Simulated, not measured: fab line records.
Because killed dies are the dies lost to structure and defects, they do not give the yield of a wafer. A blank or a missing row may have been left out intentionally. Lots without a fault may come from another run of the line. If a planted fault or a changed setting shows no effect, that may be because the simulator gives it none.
fab line records + flow nandHarc
record
- lots=6
- wafers=18
- lastDay=33
route steps=1302 shown A_SOURCE_PLATE@420 A_ONON_D1@424 END@1302
lots untouched by any fault: they come from a run of this same line in which no faults occurred
startH: hours from the record's opening day to when the first of the lot's shown wafers began + waitH: time in hours since the lot's previous step + " repeats the value in the row above + L1.1+2: a single row standing in for several wafers + - no value present, or no start provided + * or withheld: withheld + < > ~ a bound
route shown NAME@n: NAME is a module with steps in the file, n the number in the route of the first one + usual: mean and standard deviation over wafers with no fault + same: alike in all rows + chamber/n: place in a boat + sites: readings site by site + _std_site: standard deviation across them + _edge_site: mean of outer sites minus mean of inner sites + radiusMm: how far each site lies from the wafer's centre + mask NAME#n: copy n + behind: tool/chamber where the wafer was last shaped + hold: what put the lot on hold/how long, in hours/how the hold closed + device: which transistor (n, p or np) failed to switch + end of line: the route-end tests of the same wafers + for a step that has no rows: nothing shown but its recipe + killed: dies that structure and defects cost at the first sort, which is not the same as the wafer's yield + map: the dies of a wafer, with x for killed, . for not killed, _ for no die there
set.NAME: the setting the step ran with; set.NAME@STEP: the setting that earlier step ran with + model.NAME: the simulator's own value behind a step, which no gauge read
lots seen at some steps along the route; tables by step, rows by wafer
services: a tool's chamber out of use, with start hour (startH, from the record's first day; less than 0 if before it), hours out, and reason
## steps
# step NHARC_A_SOURCE_PLATE_THK_MEAS_06
# recipe
- thkMeasGauge=ellipsometry
# usual
- thkNm=200.0/2.5
| lot.wafer | tool         | chamber | startH | waitH | thkNm |
|-----------|--------------|---------|--------|-------|-------|
| L975.1    | filmMetro-02 | -       | 196.24 | 0.4   | 199.5 |
| L975.4    | "            | -       | "      | "     | 198.3 |
| L975.6    | "            | -       | "      | "     | 199.1 |
| L980.2    | filmMetro-01 | -       | 254.81 | 0.4   | 202.4 |
| L980.4    | "            | -       | "      | "     | 204.4 |
| L980.6    | "            | -       | "      | "     | 203.9 |
| L988.1    | filmMetro-01 | -       | 326.67 | 0.4   | 202.0 |
| L988.4    | "            | -       | "      | "     | 199.4 |
| L988.5    | "            | -       | "      | "     | 198.5 |
| L989.1    | filmMetro-01 | -       | 343.85 | 0.4   | 196.8 |
| L989.2    | "            | -       | "      | "     | 198.2 |
| L989.3    | "            | -       | "      | "     | 198.8 |
| L990.1    | filmMetro-01 | -       | 347.67 | 0.4   | 192.3 |
| L990.2    | "            | -       | "      | "     | 193.6 |
| L990.5    | "            | -       | "      | "     | 194.2 |
| L994.1    | filmMetro-02 | -       | 381.92 | 0.4   | 200.3 |
| L994.3    | "            | -       | "      | "     | 198.0 |
| L994.6    | "            | -       | "      | "     | 201.0 |
# step NHARC_A_SOURCE_PLATE_INSPECT_08
# usual
- rawDefectCount=61/24
| lot.wafer | tool             | chamber | startH | waitH | rawDefectCount |
|-----------|------------------|---------|--------|-------|----------------|
| L975.1    | defectInspect-01 | -       | 196.36 | 0.0   | 33             |
| L975.4    | "                | -       | "      | "     | 41             |
| L975.6    | "                | -       | "      | "     | 59             |
| L980.2    | defectInspect-01 | -       | 254.89 | 0.0   | 38             |
| L980.4    | "                | -       | "      | "     | 66             |
| L980.6    | "                | -       | "      | "     | 41             |
| L988.1    | defectInspect-01 | -       | 326.73 | 0.0   | 38             |
| L988.4    | "                | -       | "      | "     | 23             |
| L988.5    | "                | -       | "      | "     | 43             |
| L989.1    | defectInspect-02 | -       | 343.95 | 0.0   | 23             |
| L989.2    | "                | -       | "      | "     | 40             |
| L989.3    | "                | -       | "      | "     | 31             |
| L990.1    | defectInspect-02 | -       | 347.75 | 0.0   | 106            |
| L990.2    | "                | -       | "      | "     | 61             |
| L990.5    | "                | -       | "      | "     | 64             |
| L994.1    | defectInspect-02 | -       | 381.98 | 0.0   | 36             |
| L994.3    | "                | -       | "      | "     | 98             |
| L994.6    | "                | -       | "      | "     | 62             |
# step NHARC_A_ONON_D1_DEP_00
# recipe
- targetThkA=10000
- n2FlowSccm=2750
- n2oFlowSccm=2000
- nh3FlowSccm=500
- sih4FlowSccm=210
- tempC=400
# step NHARC_A_ONON_D1_THK_MEAS_02
# recipe
- thkMeasGauge=ellipsometry
# usual
- thkNm=998/10
| lot.wafer | tool         | chamber | startH | waitH | thkNm |
|-----------|--------------|---------|--------|-------|-------|
| L975.1    | filmMetro-01 | -       | 196.94 | -     | 985   |
| L975.4    | "            | -       | "      | "     | 986   |
| L975.6    | "            | -       | "      | "     | 987   |
| L980.2    | filmMetro-02 | -       | 255.47 | -     | 1005  |
| L980.4    | "            | -       | "      | "     | 1006  |
| L980.6    | "            | -       | "      | "     | 1006  |
| L988.1    | filmMetro-02 | -       | 327.31 | -     | 987   |
| L988.4    | "            | -       | "      | "     | 984   |
| L988.5    | "            | -       | "      | "     | 984   |
| L989.1    | filmMetro-01 | -       | 344.53 | -     | 991   |
| L989.2    | "            | -       | "      | "     | 991   |
| L989.3    | "            | -       | "      | "     | 991   |
| L990.1    | filmMetro-02 | -       | 348.33 | -     | 974   |
| L990.2    | "            | -       | "      | "     | 976   |
| L990.5    | "            | -       | "      | "     | 976   |
| L994.1    | filmMetro-01 | -       | 382.56 | -     | 995   |
| L994.3    | "            | -       | "      | "     | 996   |
| L994.6    | "            | -       | "      | "     | 997   |
# step NHARC_A_ONON_D1_DEP_03
# recipe
- targetThkA=10000
- n2FlowSccm=2750
- n2oFlowSccm=2000
- nh3FlowSccm=500
- sih4FlowSccm=210
- tempC=400
# step NHARC_A_ONON_D1_THK_MEAS_05
# recipe
- thkMeasGauge=ellipsometry
# usual
- thkNm=1000/11
| lot.wafer | tool         | chamber | startH | waitH | thkNm |
|-----------|--------------|---------|--------|-------|-------|
| L975.1    | filmMetro-01 | -       | 197.51 | -     | 995   |
| L975.4    | "            | -       | "      | "     | 997   |
| L975.6    | "            | -       | "      | "     | 994   |
| L980.2    | filmMetro-01 | -       | 256.03 | -     | 1000  |
| L980.4    | "            | -       | "      | "     | 999   |
| L980.6    | "            | -       | "      | "     | 998   |
| L988.1    | filmMetro-01 | -       | 327.88 | -     | 1000  |
| L988.4    | "            | -       | "      | "     | 1001  |
| L988.5    | "            | -       | "      | "     | 1000  |
| L989.1    | filmMetro-01 | -       | 345.10 | -     | 1007  |
| L989.2    | "            | -       | "      | "     | 1008  |
| L989.3    | "            | -       | "      | "     | 1006  |
| L990.1    | filmMetro-02 | -       | 348.90 | -     | 1010  |
| L990.2    | "            | -       | "      | "     | 1010  |
| L990.5    | "            | -       | "      | "     | 1011  |
| L994.1    | filmMetro-02 | -       | 383.12 | -     | 1005  |
| L994.3    | "            | -       | "      | "     | 1006  |
| L994.6    | "            | -       | "      | "     | 1007  |
# step NHARC_A_ONON_D1_DEP_06
# recipe
- targetThkA=10000
- n2FlowSccm=2750
- n2oFlowSccm=2000
- nh3FlowSccm=500
- sih4FlowSccm=210
- tempC=400
# step NHARC_A_ONON_D1_THK_MEAS_08
# recipe
- thkMeasGauge=ellipsometry
# usual
- thkNm=1000/10
| lot.wafer | tool         | chamber | startH | waitH | thkNm |
|-----------|--------------|---------|--------|-------|-------|
| L975.1    | filmMetro-01 | -       | 198.07 | -     | 1000  |
| L975.4    | "            | -       | "      | "     | 999   |
| L975.6    | "            | -       | "      | "     | 998   |
| L980.2    | filmMetro-01 | -       | 256.61 | -     | 990   |
| L980.4    | "            | -       | "      | "     | 990   |
| L980.6    | "            | -       | "      | "     | 988   |
| L988.1    | filmMetro-02 | -       | 328.44 | -     | 1000  |
| L988.4    | "            | -       | "      | "     | 1000  |
| L988.5    | "            | -       | "      | "     | 1001  |
| L989.1    | filmMetro-02 | -       | 345.66 | -     | 1015  |
| L989.2    | "            | -       | "      | "     | 1016  |
| L989.3    | "            | -       | "      | "     | 1015  |
| L990.1    | filmMetro-02 | -       | 349.47 | -     | 999   |
| L990.2    | "            | -       | "      | "     | 997   |
| L990.5    | "            | -       | "      | "     | 998   |
| L994.1    | filmMetro-02 | -       | 383.68 | -     | 998   |
| L994.3    | "            | -       | "      | "     | 1000  |
| L994.6    | "            | -       | "      | "     | 1001  |
# step NHARC_A_ONON_D1_DEP_09
# recipe
- targetThkA=10000
- n2FlowSccm=2750
- n2oFlowSccm=2000
- nh3FlowSccm=500
- sih4FlowSccm=210
- tempC=400
# step NHARC_A_ONON_D1_THK_MEAS_11
# recipe
- thkMeasGauge=ellipsometry
# usual
- thkNm=996/9.6
| lot.wafer | tool         | chamber | startH | waitH | thkNm |
|-----------|--------------|---------|--------|-------|-------|
| L975.1    | filmMetro-01 | -       | 198.63 | -     | 1018  |
| L975.4    | "            | -       | "      | "     | 1017  |
| L975.6    | "            | -       | "      | "     | 1015  |
| L980.2    | filmMetro-02 | -       | 257.18 | -     | 1012  |
| L980.4    | "            | -       | "      | "     | 1012  |
| L980.6    | "            | -       | "      | "     | 1014  |
| L988.1    | filmMetro-02 | -       | 329.00 | -     | 1009  |
| L988.4    | "            | -       | "      | "     | 1009  |
| L988.5    | "            | -       | "      | "     | 1008  |
| L989.1    | filmMetro-01 | -       | 346.23 | -     | 997   |
| L989.2    | "            | -       | "      | "     | 997   |
| L989.3    | "            | -       | "      | "     | 998   |
| L990.1    | filmMetro-01 | -       | 350.03 | -     | 996   |
| L990.2    | "            | -       | "      | "     | 997   |
| L990.5    | "            | -       | "      | "     | 996   |
| L994.1    | filmMetro-02 | -       | 384.26 | -     | 984   |
| L994.3    | "            | -       | "      | "     | 983   |
| L994.6    | "            | -       | "      | "     | 984   |
# step NHARC_A_ONON_D1_DEP_12
# recipe
- targetThkA=10000
- n2FlowSccm=2750
- n2oFlowSccm=2000
- nh3FlowSccm=500
- sih4FlowSccm=210
- tempC=400
# usual
- sih4FlowSccm=210.0/0.63
| lot.wafer | tool         | chamber | startH | waitH | sih4FlowSccm |
|-----------|--------------|---------|--------|-------|--------------|
| L975.1    | pecvdOnon-02 | 0       | 198.69 | 0.1   | 209.9        |
| L975.4    | "            | 0       | "      | "     | 210.9        |
| L975.6    | "            | 0       | "      | "     | 210.1        |
| L980.2    | pecvdOnon-01 | 0       | 257.29 | 0.1   | 210.2        |
| L980.4    | "            | 0       | "      | "     | 210.3        |
| L980.6    | "            | 0       | "      | "     | 209.9        |
| L988.1    | pecvdOnon-01 | 0       | 329.06 | 0.1   | 209.6        |
| L988.4    | "            | 0       | "      | "     | 209.4        |
| L988.5    | "            | 0       | "      | "     | 209.7        |
| L989.1    | pecvdOnon-01 | 0       | 346.28 | 0.1   | 210.7        |
| L989.2    | "            | 0       | "      | "     | 210.8        |
| L989.3    | "            | 0       | "      | "     | 210.9        |
| L990.1    | pecvdOnon-02 | 0       | 350.09 | 0.1   | 211.4        |
| L990.2    | "            | 0       | "      | "     | 209.8        |
| L990.5    | "            | 0       | "      | "     | 209.9        |
| L994.1    | pecvdOnon-02 | 0       | 384.31 | 0.1   | 209.9        |
| L994.3    | "            | 0       | "      | "     | 209.4        |
| L994.6    | "            | 0       | "      | "     | 209.5        |
# step NHARC_A_ONON_D1_THK_MEAS_14
# recipe
- thkMeasGauge=ellipsometry
# usual
- thkNm=1000/11
| lot.wafer | tool         | chamber | startH | waitH | thkNm |
|-----------|--------------|---------|--------|-------|-------|
| L975.1    | filmMetro-02 | -       | 199.20 | -     | 1013  |
| L975.4    | "            | -       | "      | "     | 1013  |
| L975.6    | "            | -       | "      | "     | 1012  |
| L980.2    | filmMetro-01 | -       | 257.74 | -     | 1025  |
| L980.4    | "            | -       | "      | "     | 1023  |
| L980.6    | "            | -       | "      | "     | 1024  |
| L988.1    | filmMetro-02 | -       | 329.56 | -     | 708   |
| L988.4    | "            | -       | "      | "     | 707   |
| L988.5    | "            | -       | "      | "     | 708   |
| L989.1    | filmMetro-01 | -       | 346.79 | -     | 728   |
| L989.2    | "            | -       | "      | "     | 728   |
| L989.3    | "            | -       | "      | "     | 729   |
| L990.1    | filmMetro-01 | -       | 350.60 | -     | 1012  |
| L990.2    | "            | -       | "      | "     | 1011  |
| L990.5    | "            | -       | "      | "     | 1011  |
| L994.1    | filmMetro-01 | -       | 384.82 | -     | 1002  |
| L994.3    | "            | -       | "      | "     | 1004  |
| L994.6    | "            | -       | "      | "     | 1003  |
# step NHARC_A_ONON_D1_ANNEAL_15
# recipe
- tempC=750
- timeS=3600
# step NHARC_END_SORT_01
# recipe
- tempC=25
# usual
- killedAtArray=58/18
- killedAtOther=1.0/1.5
- killedAtPeriphery=4/3.1
- killedDies=64/18
- killedOpen=3.4/1.9
- killedShort=2.7/1.7
# same
- grossDies=677
| lot.wafer | tool      | chamber | startH | waitH | killedAtArray | killedAtOther | killedAtPeriphery | killedDies | killedOpen | killedShort |
|-----------|-----------|---------|--------|-------|---------------|---------------|-------------------|------------|------------|-------------|
| L988.1    | prober-02 | 0       | 728.92 | 2.5   | 674           | 1             | 2                 | 677        | 0          | 1           |
| L988.4    | prober-02 | 0       | 731.31 | 3.4   | 673           | 0             | 4                 | 677        | 4          | 2           |
| L988.5    | prober-02 | 0       | 732.11 | 3.7   | 673           | 0             | 4                 | 677        | 4          | 4           |
| L989.1    | prober-01 | 0       | 766.70 | 2.5   | 670           | 2             | 5                 | 677        | 4          | 3           |
| L989.2    | prober-01 | 0       | 767.51 | 2.8   | 673           | 1             | 3                 | 677        | 4          | 4           |
| L989.3    | prober-01 | 0       | 768.32 | 3.1   | 670           | 2             | 5                 | 677        | 3          | 2           |
# killed by level:class
L988.1 A_ONON_D1:areaDep=603 A_SLIT:chamberFilmFlake=29 A_CHANNEL_HOLE_D2:chamberFilmFlake=20 A_CONTACT:chamberFilmFlake=8 A_STAIRCASE:chamberFilmFlake=6 A_CHANNEL_HOLE_D1:chamberFilmFlake=4 A_CHANNEL_FILL_D1:chamberFilmFlake=3 A_CHANNEL_FILL_D1:geometricParticle:short=1
L988.4 A_ONON_D1:areaDep=603 A_SLIT:chamberFilmFlake=31 A_CHANNEL_HOLE_D2:chamberFilmFlake=11 A_CONTACT:chamberFilmFlake=10 A_CHANNEL_HOLE_D1:chamberFilmFlake=6 A_M0:geometricParticle:open=3 A_CHANNEL_FILL_D1:chamberFilmFlake=3 A_STAIRCASE:chamberFilmFlake=3
L988.5 A_ONON_D1:areaDep=608 A_SLIT:chamberFilmFlake=18 A_CHANNEL_HOLE_D2:chamberFilmFlake=16 A_CONTACT:chamberFilmFlake=8 A_CHANNEL_HOLE_D1:chamberFilmFlake=7 A_STAIRCASE:chamberFilmFlake=7 P_ZERO_WELL:chamberFilmFlake=2 P_M0:geometricParticle:short=1
L989.1 A_ONON_D1:areaDep=641 A_CHANNEL_HOLE_D1:chamberFilmFlake=11 A_SLIT:chamberFilmFlake=6 P_STI:chamberFilmFlake=2 P_BONDPAD:chamberFilmFlake=2 A_CHANNEL_FILL_D1:chamberFilmFlake=2 THIN_TSV:chamberFilmFlake=2 A_CHANNEL_FILL_D1:geometricParticle:open=1
L989.2 A_ONON_D1:areaDep=645 A_CHANNEL_HOLE_D1:chamberFilmFlake=9 A_SLIT:chamberFilmFlake=7 A_CHANNEL_FILL_D2:geometricParticle:short=2 A_STAIRCASE:chamberFilmFlake=2 P_CONTACT:geometricParticle:open=1 A_ONON_D1:geometricParticle:short=1 A_CHANNEL_FILL_D1:geometricParticle:short=1
L989.3 A_ONON_D1:areaDep=651 A_CHANNEL_HOLE_D1:chamberFilmFlake=9 P_GATE:chamberFilmFlake=3 A_STAIRCASE:chamberFilmFlake=3 A_CHANNEL_FILL_D1:geometricParticle:open=2 THIN_TSV:chamberFilmFlake=2 A_SGD_CUT:geometricParticle:short=1 A_WL_FILL:geometricParticle:short=1
# map L988.1 (x killed, . not)
____________x____________
_________xxxxxxx_________
_______xxxxxxxxxxx_______
______xxxxxxxxxxxxx______
_____xxxxxxxxxxxxxxx_____
____xxxxxxxxxxxxxxxxx____
____xxxxxxxxxxxxxxxxx____
___xxxxxxxxxxxxxxxxxxx___
___xxxxxxxxxxxxxxxxxxx___
__xxxxxxxxxxxxxxxxxxxxx__
__xxxxxxxxxxxxxxxxxxxxx__
_xxxxxxxxxxxxxxxxxxxxxxx_
_xxxxxxxxxxxxxxxxxxxxxxx_
_xxxxxxxxxxxxxxxxxxxxxxx_
_xxxxxxxxxxxxxxxxxxxxxxx_
_xxxxxxxxxxxxxxxxxxxxxxx_
xxxxxxxxxxxxxxxxxxxxxxxxx
xxxxxxxxxxxxxxxxxxxxxxxxx
xxxxxxxxxxxxxxxxxxxxxxxxx
xxxxxxxxxxxxxxxxxxxxxxxxx
xxxxxxxxxxxxxxxxxxxxxxxxx
_xxxxxxxxxxxxxxxxxxxxxxx_
_xxxxxxxxxxxxxxxxxxxxxxx_
_xxxxxxxxxxxxxxxxxxxxxxx_
_xxxxxxxxxxxxxxxxxxxxxxx_
_xxxxxxxxxxxxxxxxxxxxxxx_
__xxxxxxxxxxxxxxxxxxxxx__
__xxxxxxxxxxxxxxxxxxxxx__
___xxxxxxxxxxxxxxxxxxx___
___xxxxxxxxxxxxxxxxxxx___
____xxxxxxxxxxxxxxxxx____
____xxxxxxxxxxxxxxxxx____
_____xxxxxxxxxxxxxxx_____
______xxxxxxxxxxxxx______
_______xxxxxxxxxxx_______
_________xxxxxxx_________
____________x____________
# map L989.1 (x killed, . not)
____________x____________
_________xxxxxxx_________
_______xxxxxxxxxxx_______
______xxxxxxxxxxxxx______
_____xxxxxxxxxxxxxxx_____
____xxxxxxxxxxxxxxxxx____
____xxxxxxxxxxxxxxxxx____
___xxxxxxxxxxxxxxxxxxx___
___xxxxxxxxxxxxxxxxxxx___
__xxxxxxxxxxxxxxxxxxxxx__
__xxxxxxxxxxxxxxxxxxxxx__
_xxxxxxxxxxxxxxxxxxxxxxx_
_xxxxxxxxxxxxxxxxxxxxxxx_
_xxxxxxxxxxxxxxxxxxxxxxx_
_xxxxxxxxxxxxxxxxxxxxxxx_
_xxxxxxxxxxxxxxxxxxxxxxx_
xxxxxxxxxxxxxxxxxxxxxxxxx
xxxxxxxxxxxxxxxxxxxxxxxxx
xxxxxxxxxxxxxxxxxxxxxxxxx
xxxxxxxxxxxxxxxxxxxxxxxxx
xxxxxxxxxxxxxxxxxxxxxxxxx
_xxxxxxxxxxxxxxxxxxxxxxx_
_xxxxxxxxxxxxxxxxxxxxxxx_
_xxxxxxxxxxxxxxxxxxxxxxx_
_xxxxxxxxxxxxxxxxxxxxxxx_
_xxxxxxxxxxxxxxxxxxxxxxx_
__xxxxxxxxxxxxxxxxxxxxx__
__xxxxxxxxxxxxxxxxxxxxx__
___xxxxxxxxxxxxxxxxxxx___
___xxxxxxxxxxxxxxxxxxx___
____xxxxxxxxxxxxxxxxx____
____xxxxxxxxxxxxxxxxx____
_____xxxxxxxxxxxxxxx_____
______xxxxxxxxxxxxx______
_______xxxxxxxxxxx_______
_________xxxxxxx_________
____________x____________
## services
| tool         | chamber | startH | hours | kind |
|--------------|---------|--------|-------|------|
| pecvdOnon-02 | -       | 185.00 | 13.0  | pm   |
| pecvdOnon-01 | -       | 269.11 | 13.0  | pm   |
| pecvdOnon-02 | -       | 366.00 | 13.0  | pm   |
## key
firstSign
- step=NHARC_A_ONON_D1_THK_MEAS_14
- reading=thkNm
- direction=down
- sigmas=26
- usual=1000
- struck=718
effect
- step=NHARC_END_SORT_01
- reading=killedAtArray
- direction=up
- sigmas=35
- usual=58
- struck=672
moreKillsBornAt
- NHARC_A_ONON_D1_DEP_12@pecvdOnon-01=3751
metAt NHARC_A_ONON_D1_DEP_12
struckWafers L988.1,L988.4,L988.5,L989.1,L989.2,L989.3
laterRowsLeftOut L988.1,L988.4,L988.5,L989.1,L989.2,L989.3
testerLeftOut L988,L989
onsetBetween 257.29 329.06
fault
- kind=processParameterDrift
- tool=pecvdOnon-01
- chamber=-
- onsetH=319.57
- steps=NHARC_A_ONON_D1_DEP_12
- channel=targetThkA
- offset=*
- shape=step
- endH=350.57
- actsIn=*
- stated=*
# testerLeftOut: of these lots the tester's yield and bins aren't shown, on N5 and GAA mostly nor the transistor test; their killed dies are dies lost to structure and defects alone, not to doping, threshold or leakage, so they don't give the yield
# laterRowsLeftOut: the simulator's readings of these wafers behind a module that went badly wrong aren't trusted and aren't shown, but for the sort
